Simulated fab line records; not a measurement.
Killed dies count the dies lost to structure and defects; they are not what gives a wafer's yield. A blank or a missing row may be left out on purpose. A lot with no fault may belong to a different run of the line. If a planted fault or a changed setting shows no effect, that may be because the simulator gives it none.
The same fault as seen by 2 desks -- flow n5Finfet -- only its own numbers are on each desk; what lay behind them is given at the end

FOR THE TOOL OWNER'S DESK: krfScanner-02
The tool's own readings at N5_BEOL_M15_EXPOSE_07 (exposes mask V14): means of the sampled wafers that have a number, for each lot that ran on this tool. Marked OUT: a lot whose mean sits more than 4 standard deviations from the usual mean, which makes it out of limits; the brackets give that distance.
Columns: A = exposureDoseMJCm2 at N5_BEOL_M15_EXPOSE_07, usual 41.24
lot,first seen here,A
L944,day 10 17:47,41.28
L947,day 12 00:00,41.29
L948,day 12 12:27,41.17
L951,day 12 16:58,41.24
L956,day 13 20:20,39.93 (-30) OUT
L958,day 15 05:40,40.21 (-24) OUT
This desk's finding: out of limits on L956, L958; first on L956, day 13 20:20 (exposureDoseMJCm2 at N5_BEOL_M15_EXPOSE_07). Within limits: L944, L947, L948, L951.

THE DEFECT DESK
For each lot, the counts of the inspections along the route, averaged over the sampled wafers that have a number. Marked OUT: a lot whose mean sits more than 4 standard deviations from the usual mean, which makes it out of limits; the brackets give that distance.
Columns: A = rawDefectCount at N5_BEOL_M14_INSPECT_55, usual 64
lot,first seen here,A
L944,day 10 17:14,49
L946,day 11 12:06,111
L947,day 11 23:34,70
L948,day 12 11:48,64
L951,day 12 16:25,106
L950,day 12 17:59,33
L956,day 13 19:47,53
L958,day 15 05:07,46
L963,day 16 02:35,55
L964,day 16 08:26,100
L965,day 16 12:28,81
This desk's finding: nothing out of limits on any of the 11 lots.

BROUGHT TOGETHER
At day 13 20:20, on L956, L958, the tool owner's desk was in a position to raise an alarm.
Nothing out of limits was seen by the defect desk.
The defect desk has L956, L958 on record, within its limits.
N5_BEOL_M15_EXPOSE_07 was run on krfScanner-02 by each of the lots named.

WHAT THE SIMULATOR HAD INSERTED
Drift in process parameters on krfScanner-02 at N5_BEOL_M15_EXPOSE_07, starting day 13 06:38. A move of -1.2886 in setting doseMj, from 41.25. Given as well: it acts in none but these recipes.
Shown lots that were struck: L956, L958.
Delay in hours, fault start to first out-of-limits reading, by desk: the tool owner's desk at 14.
